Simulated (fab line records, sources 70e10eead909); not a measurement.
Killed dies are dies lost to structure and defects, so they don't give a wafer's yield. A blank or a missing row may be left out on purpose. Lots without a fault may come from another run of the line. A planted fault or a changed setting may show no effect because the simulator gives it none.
Problem report in the 8D (eight disciplines) form, filled by code | flow nand_harc | the parts of the form that need people (team, actions taken, sign-off) are left out

1. THE PROBLEM
killed_at_other at NHARC_END_SORT_01 reads a mean of 419.8 on 9 wafers of 3 lots; wafers without a fault read 0.6 with a standard deviation of 0.99. That is +99 or more standard deviations from the usual mean.
First seen on wafer L595.2, day 30 17:13, on prober-01. The record holds 30 wafers of 10 lots with a number at this step. Rule for "out", or "out of limits": more than 4 standard deviations from the usual mean. The other wafers with a number count as sound.

2. WHAT IT IS AND WHAT IT IS NOT
question                    | is                                                 | is not
which readings at this step | killed_at_other, defect_limited_yield, killed_dies | killed_at_periphery, killed_short
which lots                  | L595, L596, L598                                   | L582, L588, L590, L594, L600, L601, L604
which wafers of those lots  | all that have a number                             | -
read on which gauges        | prober-01                                          | prober-02
when                        | from day 30 17:13                                  | up to then (12 sound wafers); but 9 sound wafers of L600, L601, L604 came after

3. SUSPECTS, AND WHAT RULES EACH OUT
Counting: a tool at a process step up to the reading stays a suspect if it ran every lot that is out and no sound lot after the first of them.
- the gauge at NHARC_END_SORT_01: kept. All the wafers that are out were read on prober-01, and no step on other tools shows them out.
- ecd_cu-02 at NHARC_THIN_TSV_ECD_20 (material Cu, target thk 2000 nm): kept. It ran every lot that is out, first L595 (day 29 21:05), and no sound lot after that; its last sound lot up to then is L594 (day 29 12:57).
Left after counting: ecd_cu-02 at NHARC_THIN_TSV_ECD_20, prober-01 at NHARC_END_SORT_01.

4. THE CAUSE (what the simulator had put in)
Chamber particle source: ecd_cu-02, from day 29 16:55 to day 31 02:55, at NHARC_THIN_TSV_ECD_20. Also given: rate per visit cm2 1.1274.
Counting left 2 suspects, and this tool is among them.

5. THE CHAIN OF EFFECTS, in route order
Each row: a reading whose mean over the struck wafers that have a number lies more than 3 standard deviations from the usual. Only readings for which the record gives a usual standard deviation are gone through. hours: the time from each lot's start at the first step in this table that gives one to its start at this step, as a median over the lots. sigmas: the change in usual standard deviations.
hours | step              | reading              | usual  | on struck wafers | change | sigmas
0     | NHARC_END_SORT_01 | defect_limited_yield | 91.1 % | 33.8             | -57.3  | -21
0     | NHARC_END_SORT_01 | killed_at_other      | 0.6    | 419.8            | +419.2 | +99 or more
0     | NHARC_END_SORT_01 | killed_dies          | 60     | 448              | +388   | +22

6. WHAT WOULD HAVE CAUGHT IT SOONER
In this record the first reading out of limits at a measuring or inspecting step was taken at day 30 17:13, 24 hours after the fault began at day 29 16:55.
All the lots that are out (3) had begun NHARC_THIN_TSV_ECD_20 on ecd_cu-02 by day 30 17:13. A hold on the tool at that time would have spared none of them.
